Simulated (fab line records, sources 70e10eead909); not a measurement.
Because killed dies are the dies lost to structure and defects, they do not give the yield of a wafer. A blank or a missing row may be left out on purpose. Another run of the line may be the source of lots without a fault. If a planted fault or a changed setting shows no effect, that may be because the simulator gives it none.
Chamber matching ; flow nandHarc ; rieDiel-06 running NHARC_P_GATE_DESCUM_93: 4 sister chambers
The step chemistry O2, time 3 s. 4 wafers are shown with their chamber, then 7 later ones without.

## WAFERS PAIRED WITH THEIR CHAMBERS
wafer;chamber;drypumpMotorCurrentA (A)
L078.5;1;5.5
L088.5;3;6.5
L091.2;2;5.3
L091.4;0;5.6

## WAFERS MISSING THEIR CHAMBER
wafer;drypumpMotorCurrentA (A)
L091.5;5.6
L095.1;5.2
L095.2;5.5
L095.5;5.5
L097.1;5.6
L097.3;6.6
L097.6;6.6

## THE CHAMBER EACH PASSED THROUGH
wafer;from the rows above;in truth
L091.5;can't be placed: 0 or 1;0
L095.1;2;2
L095.2;can't be placed: 1 or 0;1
L095.5;can't be placed: 1 or 0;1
L097.1;can't be placed: 0 or 1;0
L097.3;3;3
L097.6;3;3
Placed correctly: 3 of 7. From these rows, 4 cannot be placed; in 4 the true chamber is one of the candidates. 0 placed wrongly.
How it was worked out, from the rows above alone: a wafer's distance from a chamber is the root of the sum, over the readings, of the square of ((its reading less the chamber's mean) divided by the reading's scatter). The wafer belongs to the nearest chamber; if the next one is less than 2 further off, it can't be placed. A chamber's mean is the mean of its shown wafers. The scatter (one wafer shown for each chamber): square how far every hidden wafer sits from the nearest shown wafer, average those squares and take the square root.
